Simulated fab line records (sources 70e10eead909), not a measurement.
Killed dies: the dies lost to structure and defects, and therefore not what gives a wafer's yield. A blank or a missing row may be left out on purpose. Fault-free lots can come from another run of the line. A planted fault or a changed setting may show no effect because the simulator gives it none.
Which tool did it? + flow nand-harc + 36 wafers from 12 lots sampled at 5 of the route's 1302 steps

## WHAT THE GAUGES READ, wafer by wafer
NHARC_END_SORT_01. Usual: defect-limited-yield 91 %, standard deviation 3.1; killed-at-array 54, standard deviation 21; killed-at-other 0.9, standard deviation 1.1; killed-at-periphery 3.5, standard deviation 2.5; killed-dies 58, standard deviation 21; killed-open 3.3, standard deviation 1.9; killed-short 2.6, standard deviation 1.8; sort_bin_2_pct 3.0 %, standard deviation 1.4; sort_bin_3_pct 0.6 %, standard deviation 0.41; sort_bin_4_pct 4.9 %, standard deviation 1.7; sort-n-pass 619, standard deviation 21; sort-rim-yield-pct 92 %, standard deviation 4; sort-yield-pct 91 %, standard deviation 3.1.
| lot  | measured     | on        | defect-limited-yield (%) | killed-at-array | killed-at-other | killed-at-periphery | killed-dies | killed-open | killed-short | sort_bin_2_pct (%) | sort_bin_3_pct (%) | sort_bin_4_pct (%) | sort-n-pass | sort-rim-yield-pct (%) | sort-yield-pct (%) | flag |
|------|--------------|-----------|--------------------------|-----------------|-----------------|---------------------|-------------|-------------|--------------|--------------------|--------------------|--------------------|-------------|------------------------|--------------------|------|
| L893 | day 27 18:29 | prober-01 | 87 85 88                 | 86 101 76       | 0 0 1           | 4 2 3               | 90 103 80   | 3 3 2       | 4 3 3        | 6.4 5.8 5.9        | 1.0 0.9 0.6        | 5.9 8.6 5.3        | 587 574 597 | 90 86 92               | 87 85 88           |      |
| L898 | day 30 09:29 | prober-01 | 5 5 5                    | 638 633 633     | 2 0 1           | 5 13 6              | 645 646 640 | 1 5 6       | 1 1 5        | 88.5 89.2 89.4     | 0.6 0.6 0.3        | 6.2 5.6 4.9        | 32 31 37    | 0 0 19                 | 5 5 5              | OFF  |

## EACH LOT AND THE TOOL THAT RAN IT (in order: tool; ch and the chambers of the sampled wafers; start)
| lot  | NHARC_A_BLC_DEGAS_30         | NHARC_A_BLC_ALD_23                  | NHARC_A_M0_STRIP_18                | NHARC_A_M0_PVD_21                       |
|------|------------------------------|-------------------------------------|------------------------------------|-----------------------------------------|
| L890 | pvd-sputter-02, day 25 06:04 | ald-metal-01 ch 0,1,3, day 25 06:20 | rie-diel-02 ch 0,1,3, day 25 08:52 | pvd-sputter-02, no start                |
| L889 | pvd-sputter-01, day 25 08:56 | ald-metal-01 ch 0,3, day 25 09:09   | rie-diel-09 ch 0,1, day 25 11:47   | pvd-sputter-02, no start                |
| L888 | pvd-sputter-01, day 25 14:29 | ald-metal-02 ch 1,2,3, day 25 14:46 | rie-diel-09 ch 0,1,3, day 25 17:16 | pvd-sputter-02, no start                |
| L891 | pvd-sputter-02, day 25 15:34 | ald-metal-04 ch 0,1, day 25 15:50   | rie-diel-09 ch 0,1,2, day 25 18:31 | pvd-sputter-01, no start                |
| L893 | pvd-sputter-02, day 26 01:28 | ald-metal-04 ch 0,1,3, day 26 01:44 | rie-diel-08 ch 1,2, day 26 04:14   | pvd-sputter-03, day 27 18:29 or earlier |
| L899 | pvd-sputter-02, day 28 13:38 | ald-metal-01 ch 2,3, day 28 13:52   | rie-diel-02 ch 2,3, day 28 16:29   | pvd-sputter-01, no start                |
| L898 | pvd-sputter-02, day 28 17:30 | ald-metal-01 ch 0,2,3, day 28 17:46 | rie-diel-09 ch 0,1,2, day 28 20:23 | pvd-sputter-01, day 30 09:29 or earlier |
| L900 | pvd-sputter-02, day 28 19:49 | ald-metal-04 ch 0,2,3, day 28 20:05 | rie-diel-09 ch 0,1, day 28 22:36   | pvd-sputter-03, no start                |
| L905 | pvd-sputter-01, day 30 10:32 | ald-metal-02 ch 0,1,2, day 30 10:47 | rie-diel-09 ch 1,3, day 30 13:21   | pvd-sputter-02, no start                |
| L906 | pvd-sputter-03, day 31 20:50 | ald-metal-01 ch 1,2, day 31 21:04   | rie-diel-02 ch 1,3, day 31 23:43   | pvd-sputter-01, no start                |
| L907 | pvd-sputter-03, day 31 22:25 | ald-metal-04 ch 0,1,3, day 31 22:42 | rie-diel-09 ch 1,2, day 32 01:16   | pvd-sputter-01, no start                |
| L908 | pvd-sputter-01, day 32 06:21 | ald-metal-04 ch 0,1, day 32 06:35   | rie-diel-09 ch 0,1,2, day 32 10:14 | pvd-sputter-01, no start                |
- NHARC_A_BLC_DEGAS_30: time 60 s.
- NHARC_A_BLC_ALD_23: deposits TiN, target thk 3 nm, pulse time 1 s, ald cycles 150.
- NHARC_A_M0_STRIP_18: strips in N2/H2.
- NHARC_A_M0_PVD_21: deposits Cu, target thk 30 nm, time 20.49 s.

## AS READ BY THE TOOLS THEMSELVES (means over the sampled wafers that have a number; for cases with no such wafer, the mark the record gives instead)
NHARC_A_BLC_DEGAS_30. Usual: 451 W for heater-power-w, sd 28.
| lot  | tool           | heater-power-w (W) | flag |
|------|----------------|--------------------|------|
| L890 | pvd-sputter-02 | 444                |      |
| L889 | pvd-sputter-01 | 443                |      |
| L888 | pvd-sputter-01 | 441                |      |
| L891 | pvd-sputter-02 | 445                |      |
| L893 | pvd-sputter-02 | 441                |      |
| L899 | pvd-sputter-02 | 429                |      |
| L898 | pvd-sputter-02 | 452                |      |
| L900 | pvd-sputter-02 | 458                |      |
| L905 | pvd-sputter-01 | 456                |      |
| L906 | pvd-sputter-03 | 465                |      |
| L907 | pvd-sputter-03 | 459                |      |
| L908 | pvd-sputter-01 | 443                |      |

NHARC_A_BLC_ALD_23. Usual: heater-power-w 1075 W, standard deviation 140; precursor-pulse-height-rel 1.002, standard deviation 0.02.
| lot  | tool         | heater-power-w (W) | precursor-pulse-height-rel | flag |
|------|--------------|--------------------|----------------------------|------|
| L890 | ald-metal-01 | 1109               | 1.018                      |      |
| L889 | ald-metal-01 | 1115               | 1.003                      |      |
| L888 | ald-metal-02 | 1015               | 1.006                      |      |
| L891 | ald-metal-04 | 1215               | 1.005                      |      |
| L893 | ald-metal-04 | 1122               | 1.002                      |      |
| L899 | ald-metal-01 | 954                | 0.992                      |      |
| L898 | ald-metal-01 | 1050               | 1.011                      |      |
| L900 | ald-metal-04 | 1116               | 1.002                      |      |
| L905 | ald-metal-02 | 1069               | 0.993                      |      |
| L906 | ald-metal-01 | 1152               | 0.980                      |      |
| L907 | ald-metal-04 | 1125               | 1.008                      |      |
| L908 | ald-metal-04 | 1077               | 1.010                      |      |

NHARC_A_M0_STRIP_18. Usual: chamber-pressure-mTorr 29.996 mTorr, standard deviation 0.03; drypump-motor-current-A 5.5 A, standard deviation 0.45; h2-flow-sccm 150.0 sccm, standard deviation 0.52; mfc-ar-sccm 0.012 sccm, standard deviation 0.015; oes-product-au 1.000 a.u., standard deviation 0.013; rf-fwd-power-W 997.5 W, standard deviation 3; rf-vpp-V 90.6 V, standard deviation 1; showerhead-plenum-p-Torr 2.02 Torr, standard deviation 0.098; throttle-valve-pct 14.172 %, standard deviation 0.0088.
| lot  | tool        | chamber-pressure-mTorr (mTorr) | drypump-motor-current-A (A) | h2-flow-sccm (sccm) | mfc-ar-sccm (sccm) | oes-product-au (a.u.) | rf-fwd-power-W (W) | rf-vpp-V (V) | showerhead-plenum-p-Torr (Torr) | throttle-valve-pct (%) | flag |
|------|-------------|--------------------------------|-----------------------------|---------------------|--------------------|-----------------------|--------------------|--------------|---------------------------------|------------------------|------|
| L890 | rie-diel-02 | 30.009                         | 5.4                         | 149.6               | 0.006              | 1.004                 | 997.1              | 90.5         | 2.10                            | 14.175                 |      |
| L889 | rie-diel-09 | 30.024                         | 5.5                         | 150.2               | 0.031              | 0.994                 | 993.9              | 90.8         | 2.06                            | 14.179                 |      |
| L888 | rie-diel-09 | 29.961                         | 5.5                         | 149.9               | 0.017              | 1.003                 | 998.0              | 90.4         | 2.05                            | 14.165                 |      |
| L891 | rie-diel-09 | 30.022                         | 5.7                         | 149.7               | 0.017              | 0.996                 | 997.8              | 89.4         | 1.98                            | 14.177                 |      |
| L893 | rie-diel-08 | 30.035                         | 5.2                         | 149.9               | 0.019              | 1.000                 | 995.9              | 89.4         | 1.91                            | 14.173                 |      |
| L899 | rie-diel-02 | -                              | -                           | -                   | -                  | -                     | -                  | -            | -                               | -                      | OFF  |
| L898 | rie-diel-09 | -                              | -                           | -                   | -                  | -                     | -                  | -            | -                               | -                      | OFF  |
| L900 | rie-diel-09 | 29.991                         | 5.5                         | 150.3               | 0.031              | 0.995                 | 997.6              | 91.4         | 2.05                            | 14.185                 |      |
| L905 | rie-diel-09 | 30.016                         | 5.7                         | 150.6               | 0.014              | 1.009                 | 999.5              | 91.5         | 2.10                            | 14.177                 |      |
| L906 | rie-diel-02 | 29.989                         | 5.6                         | 150.2               | 0.005              | 0.997                 | 998.9              | 90.2         | 2.08                            | 14.164                 |      |
| L907 | rie-diel-09 | 29.991                         | 6.1                         | 150.1               | 0.014              | 0.989                 | 994.3              | 90.3         | 1.96                            | 14.173                 |      |
| L908 | rie-diel-09 | 29.965                         | 5.7                         | 150.2               | 0.017              | 0.996                 | 998.2              | 90.5         | 1.98                            | 14.173                 |      |

NHARC_A_M0_PVD_21. Usual: 29.8 % for throttle-valve-pct, sd 0.93.
| lot  | tool           | throttle-valve-pct (%) | flag |
|------|----------------|------------------------|------|
| L890 | pvd-sputter-02 | 29.9                   |      |
| L889 | pvd-sputter-02 | 29.3                   |      |
| L888 | pvd-sputter-02 | 29.9                   |      |
| L891 | pvd-sputter-01 | 29.5                   |      |
| L893 | pvd-sputter-03 | 30.3                   |      |
| L899 | pvd-sputter-01 | 29.4                   |      |
| L898 | pvd-sputter-01 | 29.8                   |      |
| L900 | pvd-sputter-03 | 30.1                   |      |
| L905 | pvd-sputter-02 | 29.5                   |      |
| L906 | pvd-sputter-01 | 30.8                   |      |
| L907 | pvd-sputter-01 | 31.0                   |      |
| L908 | pvd-sputter-01 | 30.5                   |      |

## THE ANSWER, worked out from the rows above alone
Rule: a lot counts as off when the mean over its wafers that have a number is more than 3 standard deviations away from the usual mean. Also off: a lot with no number at a reading for which 4 or more lots have one. Any other lot the step has rows for is counted as sound. After the gauges, taken in route order, come the tools' own readings; for these a lot's mean is taken, as printed above. The first step at which some lot is off is used, and at that step the reading that is off furthest; a lot without a number counts as furthest.
Off, at NHARC_END_SORT_01 on sort_bin_2_pct: L898. Neither off nor sound, because the step has no rows for them: L890, L889, L888, L891, L899, L900, L905, L906, L907, L908.
If a tool, at a process step before that reading, ran all the lots that are off and no sound lot after the first of them, it fits. Not tried: the gauges at NHARC_END_SORT_01; whatever is off there is also off at NHARC_A_M0_STRIP_18, on other tools, and gauge error can't account for it. NHARC_A_M0_PVD_21 gives no start for some lots, so the hours and the order of its lots are those of NHARC_END_SORT_01. Can't be told from this: 4 tools fit, pvd-sputter-02 at NHARC_A_BLC_DEGAS_30, ald-metal-01 at NHARC_A_BLC_ALD_23, rie-diel-09 at NHARC_A_M0_STRIP_18, pvd-sputter-01 at NHARC_A_M0_PVD_21.

## WHAT THE SIMULATOR PUT IN
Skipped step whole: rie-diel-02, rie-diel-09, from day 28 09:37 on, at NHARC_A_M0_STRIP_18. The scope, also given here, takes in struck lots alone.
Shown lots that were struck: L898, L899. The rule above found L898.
